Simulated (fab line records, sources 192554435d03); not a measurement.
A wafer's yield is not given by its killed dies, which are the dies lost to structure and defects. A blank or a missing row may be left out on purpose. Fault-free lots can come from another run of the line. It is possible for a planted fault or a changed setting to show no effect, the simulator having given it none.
Struck lot and sound lot, side by side	flow n5_finfet	14 steps out of a route of 1938
Sound: the wafers L274.1, L274.3, L274.5. Struck: wafer L280.4 (L280.1, L280.5, from the same lot, were not struck and are left out); the cause is given at the end.
For every step that has rows: the tool of each side, followed by ch and its chambers, followed by its first start. Under that, the readings that differ: sound wafers	struck wafers	difference of the means	sigmas: that difference in standard deviations of wafers without a fault.
alike: a reading whose means differ by less than 2 such deviations, as well as words and numbers matching on both sides. not compared: withheld readings; readings where some wafer has no value; bounds like >300 that might hide an equal value; numbers whose values overlap and for which the record gives no deviation.
A row with sigmas, a row that says differs or no value, or rows on one side alone: a step with any of these is where the two part. Numbers that don't overlap but have no deviation are shown without sigmas and don't part them. A reading that every wafer of one side lacks parts them only if that side has two wafers or more.

N5_BEOL_M15_STRIP_36: strips in O2.
  sound on rie_diel-04 ch 1,2, day 12 18:04; struck on rie_diel-04 ch 2, day 14 05:17
  alike: drypump_motor_current_A, o2_flow_sccm, oes_product_au, rf_vpp_V, showerhead_plenum_p_Torr, throttle_valve_pct
  not compared: rf_hours_counter_h
N5_BEOL_M15_STRIP_62: strips in O2.
  sound on rie_diel-04 ch 1,2; struck on rie_diel-04 ch 2
  alike: drypump_motor_current_A, o2_flow_sccm, oes_product_au, rf_vpp_V, showerhead_plenum_p_Torr, throttle_valve_pct
  not compared: rf_hours_counter_h
N5_BEOL_M15_STRIP_37: strips in O2.
  sound on rie_diel-04 ch 1,2; struck on rie_diel-04 ch 2
  alike: drypump_motor_current_A, o2_flow_sccm, oes_product_au, rf_vpp_V, showerhead_plenum_p_Torr, throttle_valve_pct
  not compared: rf_hours_counter_h
N5_BEOL_M15_ETCH_38: etches SiCN in CF4/N2, target depth 106.4 nm, time 120.5 s.
  sound on rie_diel-04 ch 1,2; struck on rie_diel-04 ch 2
  alike: drypump_motor_current_A, oes_product_au, rf_fwd_power_W, rf_vpp_V, showerhead_plenum_p_Torr, throttle_valve_pct
  not compared: rf_hours_counter_h
then, 7 steps without rows for these wafers: N5_BEOL_M15_PRECLEAN_39 (cleans in residue remover, time 60 s); N5_BEOL_M15_SRD_40 (time 30 s, dry time 30 s); N5_BEOL_M15_DEGAS_41 (time 60 s); N5_BEOL_M15_PRE_CLEAN_42 (time 30 s); N5_BEOL_M15_SPUTTER_43 (material TaN, target thk 15 nm, time 24.19 s); N5_BEOL_M15_SPUTTER_44 (material Ta, target thk 15 nm, time 24.19 s); N5_BEOL_M15_SPUTTER_45 (material Cu, target thk 100 nm, time 16.67 s).
N5_BEOL_M15_ECD_47: material Cu, target thk 1860 nm.
  sound on ecd_cu-01 ch 0,1, day 12 19:02; struck on ecd_cu-02 ch 1, day 14 06:18
reading	sound	struck	difference	sigmas
model.Cu_of_BEOL_M15_ECD_47.thk_nm (nm)	1864 1889 1857	3301	+1431	
N5_BEOL_M15_ANNEAL_48: time 90 s.
  sound on rtp_anneal-01 ch 0, day 12 19:16; struck on rtp_anneal-01 ch 0, day 14 06:44
  alike: wafer_temp_C_max
N5_PASSIVATION_PROBE_49:
  the record has rows for the sound wafers here (prober-01, day 13 10:35) and none for the struck ones

WHERE THEY PART
Only at N5_PASSIVATION_PROBE_49, within this record.

WHY: what the simulator had put in
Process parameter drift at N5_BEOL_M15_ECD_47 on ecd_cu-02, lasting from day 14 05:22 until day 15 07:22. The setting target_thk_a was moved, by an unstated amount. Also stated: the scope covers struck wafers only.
